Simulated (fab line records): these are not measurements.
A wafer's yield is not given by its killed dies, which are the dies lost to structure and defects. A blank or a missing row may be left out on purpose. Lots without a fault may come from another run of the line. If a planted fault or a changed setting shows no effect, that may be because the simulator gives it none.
Which of the tools did it? || flow n5-finfet || 24 lots, 72 wafers sampled, at 4 steps of a route of 1938

WHAT THE GAUGES READ, wafer by wafer
N5_BEOL_M15_OVL_MEAS_11.
{"lot": "L076", "measured": "day 12 21:50", "on": "overlay-01", "V14_OVL (nm)": "-11 2 -12"}
{"lot": "L074", "measured": "day 12 22:52", "on": "overlay-02", "V14_OVL (nm)": "0 4 -6"}
{"lot": "L077", "measured": "day 13 01:42", "on": "overlay-01", "V14_OVL (nm)": "4 4 -3"}
{"lot": "L075", "measured": "day 13 06:48", "on": "overlay-01", "V14_OVL (nm)": "10 1 4"}
{"lot": "L078", "measured": "day 14 01:51", "on": "overlay-01", "V14_OVL (nm)": "4 2 8"}
{"lot": "L080", "measured": "day 14 02:14", "on": "overlay-01", "V14_OVL (nm)": "-12 -5 -5"}
{"lot": "L079", "measured": "day 14 10:56", "on": "overlay-01", "V14_OVL (nm)": "-1 -3 -3"}
{"lot": "L081", "measured": "day 14 14:22", "on": "overlay-01", "V14_OVL (nm)": "6 4 3"}
{"lot": "L082", "measured": "day 14 17:07", "on": "overlay-02", "V14_OVL (nm)": "-3 -2 -8"}
{"lot": "L083", "measured": "day 15 07:59", "on": "overlay-01", "V14_OVL (nm)": "1 3 -3"}
{"lot": "L084", "measured": "day 15 17:45", "on": "overlay-02", "V14_OVL (nm)": "8 6 8"}
{"lot": "L085", "measured": "day 15 23:53", "on": "overlay-02", "V14_OVL (nm)": "-7 -6 -6"}
{"lot": "L087", "measured": "day 16 00:14", "on": "overlay-02", "V14_OVL (nm)": "-4 -2 2"}
{"lot": "L086", "measured": "day 16 04:05", "on": "overlay-02", "V14_OVL (nm)": "2 0 3"}
{"lot": "L091", "measured": "day 17 02:56", "on": "overlay-01", "V14_OVL (nm)": "-3 1 5"}
{"lot": "L089", "measured": "day 17 03:17", "on": "overlay-02", "V14_OVL (nm)": "6 -1 0"}
{"lot": "L092", "measured": "day 17 10:26", "on": "overlay-02", "V14_OVL (nm)": "4 6 -6"}
{"lot": "L090", "measured": "day 17 13:04", "on": "overlay-02", "V14_OVL (nm)": "1 1 1"}
{"lot": "L088", "measured": "day 17 16:07", "on": "overlay-01", "V14_OVL (nm)": "-10 -10 -2"}
{"lot": "L094", "measured": "day 18 03:36", "on": "overlay-01", "V14_OVL (nm)": "1 2 2"}
{"lot": "L093", "measured": "day 18 04:07", "on": "overlay-02", "V14_OVL (nm)": "-11 -6 -6"}
{"lot": "L095", "measured": "day 18 07:38", "on": "overlay-01", "V14_OVL (nm)": "4 0 8"}
{"lot": "L097", "measured": "day 18 12:35", "on": "overlay-01", "V14_OVL (nm)": "-1 2 -5"}
{"lot": "L096", "measured": "day 19 00:21", "on": "overlay-01", "V14_OVL (nm)": "3 -3 -1"}

N5_BEOL_M15_CD_MEAS_28: the cd target is 407.6 nm.
{"lot": "L076", "measured": "day 13 00:03", "on": "cd-sem-01", "cd-nm (nm)": "406.6 408.1 409.7"}
{"lot": "L074", "measured": "day 13 00:55", "on": "cd-sem-01", "cd-nm (nm)": "406.3 404.8 404.1"}
{"lot": "L077", "measured": "day 13 03:08", "on": "cd-sem-02", "cd-nm (nm)": "407.6 404.1 405.2"}
{"lot": "L075", "measured": "day 13 08:24", "on": "cd-sem-02", "cd-nm (nm)": "408.4 409.5 410.6"}
{"lot": "L078", "measured": "day 14 03:28", "on": "cd-sem-02", "cd-nm (nm)": "406.2 407.9 406.6"}
{"lot": "L080", "measured": "day 14 03:49", "on": "cd-sem-01", "cd-nm (nm)": "409.4 409.3 408.8"}
{"lot": "L079", "measured": "day 14 12:25", "on": "cd-sem-02", "cd-nm (nm)": "407.5 411.3 409.9"}
{"lot": "L081", "measured": "day 14 15:49", "on": "cd-sem-02", "cd-nm (nm)": "409.5 410.9 410.5"}
{"lot": "L082", "measured": "day 14 18:41", "on": "cd-sem-03", "cd-nm (nm)": "404.8 405.8 405.0"}
{"lot": "L083", "measured": "day 15 09:32", "on": "cd-sem-01", "cd-nm (nm)": "408.5 407.5 407.9"}
{"lot": "L084", "measured": "day 15 19:11", "on": "cd-sem-03", "cd-nm (nm)": "404.6 406.0 404.5"}
{"lot": "L085", "measured": "day 16 01:19", "on": "cd-sem-03", "cd-nm (nm)": "411.0 410.3 409.8"}
{"lot": "L087", "measured": "day 16 01:51", "on": "cd-sem-02", "cd-nm (nm)": "405.1 405.8 400.4"}
{"lot": "L086", "measured": "day 16 05:39", "on": "cd-sem-02", "cd-nm (nm)": "410.8 412.0 412.1"}
{"lot": "L091", "measured": "day 17 04:34", "on": "cd-sem-01", "cd-nm (nm)": "405.4 404.7 404.5"}
{"lot": "L089", "measured": "day 17 04:50", "on": "cd-sem-01", "cd-nm (nm)": "407.4 406.0 407.1"}
{"lot": "L092", "measured": "day 17 11:54", "on": "cd-sem-02", "cd-nm (nm)": "405.9 405.6 404.9"}
{"lot": "L090", "measured": "day 17 14:40", "on": "cd-sem-01", "cd-nm (nm)": "407.0 405.1 406.3"}
{"lot": "L088", "measured": "day 17 17:33", "on": "cd-sem-03", "cd-nm (nm)": "408.4 408.0 409.0"}
{"lot": "L094", "measured": "day 18 05:22", "on": "cd-sem-01", "cd-nm (nm)": "411.5 409.0 410.4"}
{"lot": "L093", "measured": "day 18 05:52", "on": "cd-sem-03", "cd-nm (nm)": "408.6 408.6 410.4"}
{"lot": "L095", "measured": "day 18 09:08", "on": "cd-sem-02", "cd-nm (nm)": "412.2 411.0 413.5"}
{"lot": "L097", "measured": "day 18 14:09", "on": "cd-sem-01", "cd-nm (nm)": "406.0 405.4 405.5"}
{"lot": "L096", "measured": "day 19 01:59", "on": "cd-sem-03", "cd-nm (nm)": "409.6 407.8 409.2"}

WHAT TOOL EACH LOT RAN ON (gives the tool, then ch and the chambers of the sampled wafers, and finally the start)
{"lot": "L076", "N5_BEOL_M14_STRIP_37": "rie-diel-04 ch 1,3, day 12 18:14", "N5_BEOL_M14_DEP_53": "pecvd-02 ch 0,2, day 12 21:08"}
{"lot": "L074", "N5_BEOL_M14_STRIP_37": "rie-diel-06 ch 0,1,2, day 12 19:39", "N5_BEOL_M14_DEP_53": "pecvd-04 ch 0,1,2, day 12 22:02"}
{"lot": "L077", "N5_BEOL_M14_STRIP_37": "rie-diel-06 ch 1,2,3, day 12 23:06", "N5_BEOL_M14_DEP_53": "pecvd-03 ch 0,1,2, day 13 00:59"}
{"lot": "L075", "N5_BEOL_M14_STRIP_37": "rie-diel-06 ch 0,2, day 13 04:13", "N5_BEOL_M14_DEP_53": "pecvd-04 ch 0,2, day 13 05:58"}
{"lot": "L078", "N5_BEOL_M14_STRIP_37": "rie-diel-03 ch 0,1,2, day 13 23:26", "N5_BEOL_M14_DEP_53": "pecvd-03 ch 0,1,2, day 14 01:08"}
{"lot": "L080", "N5_BEOL_M14_STRIP_37": "rie-diel-03 ch 0,1,3, day 13 23:37", "N5_BEOL_M14_DEP_53": "pecvd-02 ch 0,1,2, day 14 01:24"}
{"lot": "L079", "N5_BEOL_M14_STRIP_37": "rie-diel-04 ch 1,2,3, day 14 06:27", "N5_BEOL_M14_DEP_53": "pecvd-02 ch 0,1, day 14 10:13"}
{"lot": "L081", "N5_BEOL_M14_STRIP_37": "rie-diel-06 ch 0,2, day 14 10:40", "N5_BEOL_M14_DEP_53": "pecvd-02 ch 2, day 14 13:01"}
{"lot": "L082", "N5_BEOL_M14_STRIP_37": "rie-diel-03 ch 2,3, day 14 14:26", "N5_BEOL_M14_DEP_53": "pecvd-04 ch 0,1,2, day 14 16:18"}
{"lot": "L083", "N5_BEOL_M14_STRIP_37": "rie-diel-06 ch 0,1,2, day 15 05:35", "N5_BEOL_M14_DEP_53": "pecvd-04 ch 0,1,2, day 15 07:10"}
{"lot": "L084", "N5_BEOL_M14_STRIP_37": "rie-diel-06 ch 1,2,3, day 15 15:04", "N5_BEOL_M14_DEP_53": "pecvd-03 ch 0,1,2, day 15 17:02"}
{"lot": "L085", "N5_BEOL_M14_STRIP_37": "rie-diel-04 ch 0,1,2, day 15 21:23", "N5_BEOL_M14_DEP_53": "pecvd-04 ch 0,1,2, day 15 23:02"}
{"lot": "L087", "N5_BEOL_M14_STRIP_37": "rie-diel-03 ch 1,2, day 15 21:28", "N5_BEOL_M14_DEP_53": "pecvd-03 ch 0,1, day 15 23:11"}
{"lot": "L086", "N5_BEOL_M14_STRIP_37": "rie-diel-03 ch 1,2,3, day 16 01:29", "N5_BEOL_M14_DEP_53": "pecvd-04 ch 0,1,2, day 16 03:15"}
{"lot": "L091", "N5_BEOL_M14_STRIP_37": "rie-diel-06 ch 0,1,3, day 17 00:11", "N5_BEOL_M14_DEP_53": "pecvd-03 ch 0,2, day 17 02:05"}
{"lot": "L089", "N5_BEOL_M14_STRIP_37": "rie-diel-04 ch 0,3, day 17 00:13", "N5_BEOL_M14_DEP_53": "pecvd-04 ch 0,1,2, day 17 02:34"}
{"lot": "L092", "N5_BEOL_M14_STRIP_37": "rie-diel-04 ch 0,2, day 17 05:49", "N5_BEOL_M14_DEP_53": "pecvd-02 ch 1,2, day 17 09:29"}
{"lot": "L090", "N5_BEOL_M14_STRIP_37": "rie-diel-04 ch 0,2, day 17 10:21", "N5_BEOL_M14_DEP_53": "pecvd-04 ch 1,2, day 17 12:14"}
{"lot": "L088", "N5_BEOL_M14_STRIP_37": "rie-diel-04 ch 0,2, day 17 13:20", "N5_BEOL_M14_DEP_53": "pecvd-03 ch 0,2, day 17 15:18"}
{"lot": "L094", "N5_BEOL_M14_STRIP_37": "rie-diel-04 ch 0,1,2, day 18 00:09", "N5_BEOL_M14_DEP_53": "pecvd-03 ch 0,2, day 18 02:45"}
{"lot": "L093", "N5_BEOL_M14_STRIP_37": "rie-diel-06 ch 0,2,3, day 18 01:29", "N5_BEOL_M14_DEP_53": "pecvd-04 ch 0,1,2, day 18 03:17"}
{"lot": "L095", "N5_BEOL_M14_STRIP_37": "rie-diel-06 ch 1,2, day 18 05:02", "N5_BEOL_M14_DEP_53": "pecvd-02 ch 0,1, day 18 06:47"}
{"lot": "L097", "N5_BEOL_M14_STRIP_37": "rie-diel-04 ch 0,1,3, day 18 08:15", "N5_BEOL_M14_DEP_53": "pecvd-04 ch 1,2, day 18 11:46"}
{"lot": "L096", "N5_BEOL_M14_STRIP_37": "rie-diel-03 ch 0,1,2, day 18 21:32", "N5_BEOL_M14_DEP_53": "pecvd-04 ch 0,1,2, day 18 23:32"}
- N5_BEOL_M14_STRIP_37: strips in O2.
- N5_BEOL_M14_DEP_53: deposits SiCN from 3MS/NH3, target thk 50 nm, time 17.8 s.

AS READ BY THE TOOLS THEMSELVES (means over the sampled wafers that have a number; for cases with no such wafer, the mark the record gives instead)
N5_BEOL_M14_STRIP_37.
{"lot": "L076", "tool": "rie-diel-04", "drypump-motor-current-A (A)": 5.7, "oes-product-au (a.u.)": 0.70, "rf-vpp-V (V)": 4.2, "showerhead-plenum-p-Torr (Torr)": 2.02, "throttle-valve-pct (%)": 16.52}
{"lot": "L074", "tool": "rie-diel-06", "drypump-motor-current-A (A)": 5.5, "oes-product-au (a.u.)": 0.87, "rf-vpp-V (V)": 3.6, "showerhead-plenum-p-Torr (Torr)": 2.16, "throttle-valve-pct (%)": 16.56}
{"lot": "L077", "tool": "rie-diel-06", "drypump-motor-current-A (A)": 5.4, "oes-product-au (a.u.)": 0.86, "rf-vpp-V (V)": 3.7, "showerhead-plenum-p-Torr (Torr)": 2.19, "throttle-valve-pct (%)": 16.64}
{"lot": "L075", "tool": "rie-diel-06", "drypump-motor-current-A (A)": 5.3, "oes-product-au (a.u.)": 0.86, "rf-vpp-V (V)": 3.9, "showerhead-plenum-p-Torr (Torr)": 2.13, "throttle-valve-pct (%)": 16.58}
{"lot": "L078", "tool": "rie-diel-03", "drypump-motor-current-A (A)": 5.7, "oes-product-au (a.u.)": 0.76, "rf-vpp-V (V)": 2.5, "showerhead-plenum-p-Torr (Torr)": 2.09, "throttle-valve-pct (%)": 16.66}
{"lot": "L080", "tool": "rie-diel-03", "drypump-motor-current-A (A)": 5.7, "oes-product-au (a.u.)": 0.76, "rf-vpp-V (V)": 3.6, "showerhead-plenum-p-Torr (Torr)": 2.09, "throttle-valve-pct (%)": 16.54}
{"lot": "L079", "tool": "rie-diel-04", "drypump-motor-current-A (A)": 6.1, "oes-product-au (a.u.)": 0.79, "rf-vpp-V (V)": 2.8, "showerhead-plenum-p-Torr (Torr)": 2.03, "throttle-valve-pct (%)": 16.60}
{"lot": "L081", "tool": "rie-diel-06", "drypump-motor-current-A (A)": 5.4, "oes-product-au (a.u.)": 0.86, "rf-vpp-V (V)": 3.0, "showerhead-plenum-p-Torr (Torr)": 2.14, "throttle-valve-pct (%)": 16.61}
{"lot": "L082", "tool": "rie-diel-03", "drypump-motor-current-A (A)": 5.7, "oes-product-au (a.u.)": 0.76, "rf-vpp-V (V)": 4.0, "showerhead-plenum-p-Torr (Torr)": 2.01, "throttle-valve-pct (%)": 16.65}
{"lot": "L083", "tool": "rie-diel-06", "drypump-motor-current-A (A)": 5.5, "oes-product-au (a.u.)": 0.85, "rf-vpp-V (V)": 3.5, "showerhead-plenum-p-Torr (Torr)": 2.16, "throttle-valve-pct (%)": 16.60}
{"lot": "L084", "tool": "rie-diel-06", "drypump-motor-current-A (A)": 5.4, "oes-product-au (a.u.)": 0.85, "rf-vpp-V (V)": 3.1, "showerhead-plenum-p-Torr (Torr)": 2.18, "throttle-valve-pct (%)": 16.70}
{"lot": "L085", "tool": "rie-diel-04", "drypump-motor-current-A (A)": 5.8, "oes-product-au (a.u.)": 0.79, "rf-vpp-V (V)": 2.9, "showerhead-plenum-p-Torr (Torr)": 2.01, "throttle-valve-pct (%)": 16.65}
{"lot": "L087", "tool": "rie-diel-03", "drypump-motor-current-A (A)": 5.8, "oes-product-au (a.u.)": 0.77, "rf-vpp-V (V)": 3.4, "showerhead-plenum-p-Torr (Torr)": 2.04, "throttle-valve-pct (%)": 16.76}
{"lot": "L086", "tool": "rie-diel-03", "drypump-motor-current-A (A)": 5.9, "oes-product-au (a.u.)": 0.75, "rf-vpp-V (V)": 3.5, "showerhead-plenum-p-Torr (Torr)": 2.03, "throttle-valve-pct (%)": 16.61}
{"lot": "L091", "tool": "rie-diel-06", "drypump-motor-current-A (A)": 5.3, "oes-product-au (a.u.)": 0.81, "rf-vpp-V (V)": 3.2, "showerhead-plenum-p-Torr (Torr)": 2.17, "throttle-valve-pct (%)": 16.71}
{"lot": "L089", "tool": "rie-diel-04", "drypump-motor-current-A (A)": 5.5, "oes-product-au (a.u.)": 0.87, "rf-vpp-V (V)": 3.4, "showerhead-plenum-p-Torr (Torr)": 2.04, "throttle-valve-pct (%)": 16.46}
{"lot": "L092", "tool": "rie-diel-04", "drypump-motor-current-A (A)": 6.2, "oes-product-au (a.u.)": 0.84, "rf-vpp-V (V)": 4.7, "showerhead-plenum-p-Torr (Torr)": 2.03, "throttle-valve-pct (%)": 16.73}
{"lot": "L090", "tool": "rie-diel-04", "drypump-motor-current-A (A)": 5.5, "oes-product-au (a.u.)": 0.80, "rf-vpp-V (V)": 4.0, "showerhead-plenum-p-Torr (Torr)": 2.02, "throttle-valve-pct (%)": 16.80}
{"lot": "L088", "tool": "rie-diel-04", "drypump-motor-current-A (A)": 5.5, "oes-product-au (a.u.)": 0.79, "rf-vpp-V (V)": 4.1, "showerhead-plenum-p-Torr (Torr)": 2.02, "throttle-valve-pct (%)": 16.82}
{"lot": "L094", "tool": "rie-diel-04", "drypump-motor-current-A (A)": 5.8, "oes-product-au (a.u.)": 0.84, "rf-vpp-V (V)": 3.0, "showerhead-plenum-p-Torr (Torr)": 2.09, "throttle-valve-pct (%)": 16.56}
{"lot": "L093", "tool": "rie-diel-06", "drypump-motor-current-A (A)": 5.2, "oes-product-au (a.u.)": 0.82, "rf-vpp-V (V)": 3.5, "showerhead-plenum-p-Torr (Torr)": 2.15, "throttle-valve-pct (%)": 16.73}
{"lot": "L095", "tool": "rie-diel-06", "drypump-motor-current-A (A)": 5.7, "oes-product-au (a.u.)": 0.81, "rf-vpp-V (V)": 3.8, "showerhead-plenum-p-Torr (Torr)": 2.17, "throttle-valve-pct (%)": 16.62}
{"lot": "L097", "tool": "rie-diel-04", "drypump-motor-current-A (A)": 5.5, "oes-product-au (a.u.)": 0.84, "rf-vpp-V (V)": 3.7, "showerhead-plenum-p-Torr (Torr)": 2.10, "throttle-valve-pct (%)": 16.42}
{"lot": "L096", "tool": "rie-diel-03", "drypump-motor-current-A (A)": 5.7, "oes-product-au (a.u.)": 0.73, "rf-vpp-V (V)": 3.9, "showerhead-plenum-p-Torr (Torr)": 2.08, "throttle-valve-pct (%)": 16.73}

N5_BEOL_M14_DEP_53.
{"lot": "L076", "tool": "pecvd-02", "showerhead-plenum-p-Torr (Torr)": 4.125, "throttle-valve-pct (%)": 17.6}
{"lot": "L074", "tool": "pecvd-04", "showerhead-plenum-p-Torr (Torr)": 4.158, "throttle-valve-pct (%)": 17.8}
{"lot": "L077", "tool": "pecvd-03", "showerhead-plenum-p-Torr (Torr)": 4.175, "throttle-valve-pct (%)": 19.1}
{"lot": "L075", "tool": "pecvd-04", "showerhead-plenum-p-Torr (Torr)": 4.179, "throttle-valve-pct (%)": 17.2}
{"lot": "L078", "tool": "pecvd-03", "showerhead-plenum-p-Torr (Torr)": 4.179, "throttle-valve-pct (%)": 19.2}
{"lot": "L080", "tool": "pecvd-02", "showerhead-plenum-p-Torr (Torr)": 4.138, "throttle-valve-pct (%)": 17.8}
{"lot": "L079", "tool": "pecvd-02", "showerhead-plenum-p-Torr (Torr)": 4.137, "throttle-valve-pct (%)": 17.5}
{"lot": "L081", "tool": "pecvd-02", "showerhead-plenum-p-Torr (Torr)": 4.117, "throttle-valve-pct (%)": 18.0}
{"lot": "L082", "tool": "pecvd-04", "showerhead-plenum-p-Torr (Torr)": 4.160, "throttle-valve-pct (%)": 18.0}
{"lot": "L083", "tool": "pecvd-04", "showerhead-plenum-p-Torr (Torr)": 4.164, "throttle-valve-pct (%)": 17.9}
{"lot": "L084", "tool": "pecvd-03", "showerhead-plenum-p-Torr (Torr)": 4.188, "throttle-valve-pct (%)": 19.0}
{"lot": "L085", "tool": "pecvd-04", "showerhead-plenum-p-Torr (Torr)": 4.156, "throttle-valve-pct (%)": 17.9}
{"lot": "L087", "tool": "pecvd-03", "showerhead-plenum-p-Torr (Torr)": 4.155, "throttle-valve-pct (%)": 21.0}
{"lot": "L086", "tool": "pecvd-04", "showerhead-plenum-p-Torr (Torr)": 4.159, "throttle-valve-pct (%)": 18.0}
{"lot": "L091", "tool": "pecvd-03", "showerhead-plenum-p-Torr (Torr)": 4.163, "throttle-valve-pct (%)": 20.1}
{"lot": "L089", "tool": "pecvd-04", "showerhead-plenum-p-Torr (Torr)": 4.164, "throttle-valve-pct (%)": 18.1}
{"lot": "L092", "tool": "pecvd-02", "showerhead-plenum-p-Torr (Torr)": 4.161, "throttle-valve-pct (%)": 18.3}
{"lot": "L090", "tool": "pecvd-04", "showerhead-plenum-p-Torr (Torr)": 4.163, "throttle-valve-pct (%)": 18.2}
{"lot": "L088", "tool": "pecvd-03", "showerhead-plenum-p-Torr (Torr)": 4.165, "throttle-valve-pct (%)": 20.0}
{"lot": "L094", "tool": "pecvd-03", "showerhead-plenum-p-Torr (Torr)": 4.177, "throttle-valve-pct (%)": 18.5}
{"lot": "L093", "tool": "pecvd-04", "showerhead-plenum-p-Torr (Torr)": 4.162, "throttle-valve-pct (%)": 18.0}
{"lot": "L095", "tool": "pecvd-02", "showerhead-plenum-p-Torr (Torr)": 4.156, "throttle-valve-pct (%)": 18.0}
{"lot": "L097", "tool": "pecvd-04", "showerhead-plenum-p-Torr (Torr)": 4.151, "throttle-valve-pct (%)": 18.7}
{"lot": "L096", "tool": "pecvd-04", "showerhead-plenum-p-Torr (Torr)": 4.162, "throttle-valve-pct (%)": 18.1}

THE ANSWER, worked out from the rows above alone
Rule: what is usual is taken from the lots themselves. The widest of any qualifying gaps counts: lots, ordered by their means at a reading, are off when they make up no more than a third of the lots, leave a main group of 4 or more, and stand apart from it by 3 or more times the standard deviation of that group's means. If all means in a main group match to the digits the tables above print for the reading, that group is not used. A lot without any number at a reading at which 4 lots or more have one is off too. Where the step has rows for the other lots, those lots are counted as sound. The gauges are gone through in route order, then the tools' own readings, and for those a lot's mean is taken as printed above. At the first step where some lot is off, the reading lying furthest off is the one used; lots without a number count as furthest.
None of the lots is off at any reading shown; this tells nothing.

WHAT THE SIMULATOR PUT IN
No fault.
